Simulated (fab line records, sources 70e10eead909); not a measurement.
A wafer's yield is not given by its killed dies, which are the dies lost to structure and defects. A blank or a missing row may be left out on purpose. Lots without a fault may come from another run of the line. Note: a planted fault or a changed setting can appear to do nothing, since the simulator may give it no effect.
Code-filled problem report in 8D (eight disciplines) form ; flow nand_harc ; the parts of the form that need people (team, actions taken, sign-off) are left out

1. WHAT IS WRONG
At NHARC_A_STAIRCASE_ETCH_19, oes_product_au averages 0.799 a.u. over 3 wafers from 3 lots, while fault-free wafers read 0.941 a.u., standard deviation 0.0098. That is -15 standard deviations from the usual mean.
The step: etches the open film in C4F8/O2, target depth 100 nm, time 40.5 s.
Earliest sighting: wafer L810.3 on rie_diel-01 at day 12 11:55. Wafers with a number at this step in the record: 38, from 13 lots. Rule for "out", or "out of limits": more than 4 standard deviations from the usual mean. The other wafers with a number count as sound.

2. WHAT IT IS; WHAT IT IS NOT
question;is;is not
which readings at this step;oes_product_au;rf_vpp_V
which lots;L810, L813, L814;L803, L804, L805, L806, L807, L817, L821, L822, L823, L826
which wafers of those lots;L810.3, L813.3, L814.3;L810.1, L810.5, L813.1, L813.2, L814.6
read on which tools;rie_diel-01;rie_diel-12, rie_diel-13
when;from day 12 11:55;"up to then (17 sound wafers); but 18 sound wafers of L813, L814, L817, L821, L822, L823, L826 came after"

3. WHAT RULES OUT EACH SUSPECT
Counting: any tool at a process step up to the reading remains a suspect provided it ran every lot that is out. Sound lots after the first of them don't rule it out here, since some wafers of a struck lot are sound.
- rie_diel-01 at NHARC_A_STAIRCASE_DESCUM_11 (chemistry O2, time 3 s): kept. It processed each lot that is out (first: L810, day 12 10:55); up to then, its last sound lot is L803 (day 11 16:01).
- rie_diel-01 at NHARC_A_STAIRCASE_TRIM_18 (chemistry O2, time 211.2 s): kept. It processed each lot that is out (first: L810, day 12 11:55); up to then, its last sound lot is L803 (day 11 17:13). NHARC_A_STAIRCASE_TRIM_18: start missing for some lots; hours and lot order therefore follow NHARC_A_STAIRCASE_ETCH_19.
- rie_diel-01 at NHARC_A_STAIRCASE_ETCH_19 (etches the open film in C4F8/O2, target depth 100 nm, time 40.5 s): kept. It processed each lot that is out (first: L810, day 12 11:55); up to then, its last sound lot is L803 (day 11 17:13). Its own oes_product_au readings are out on those wafers.
- Within rie_diel-01 at NHARC_A_STAIRCASE_DESCUM_11: the wafers that are out ran in chambers 0, 2; their sound lot-mates ran in chambers 1, 3.
Left after counting: rie_diel-01 at NHARC_A_STAIRCASE_DESCUM_11, rie_diel-01 at NHARC_A_STAIRCASE_TRIM_18, rie_diel-01 at NHARC_A_STAIRCASE_ETCH_19.

4. THE CAUSE (what the simulator had put in)
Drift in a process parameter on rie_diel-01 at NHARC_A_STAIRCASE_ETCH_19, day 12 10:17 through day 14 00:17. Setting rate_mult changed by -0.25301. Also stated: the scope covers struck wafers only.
Of the 3 suspects that counting leaves, this tool is one.

5. THE EFFECT CHAIN, in route order
Each row: a reading whose mean over the struck wafers that have a number lies more than 3 standard deviations from the usual. Scope: only readings with a usual standard deviation given in the record; hours: median across lots of the time from each lot's start at the first step in this table that gives one to its start at this step; sigmas: change in usual standard deviations.
hours;step;reading;usual;on struck wafers;change;sigmas
0;NHARC_A_STAIRCASE_ETCH_19;oes_product_au;0.941 a.u.;0.799;-0.142;-15
Process steps it contains:
- NHARC_A_STAIRCASE_ETCH_19: etches the open film in C4F8/O2, target depth 100 nm, time 40.5 s.

6. WHAT WOULD HAVE CAUGHT IT SOONER
The fault began at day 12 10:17; the first out-of-limits reading in this record came at day 12 11:55, 2 hours later.
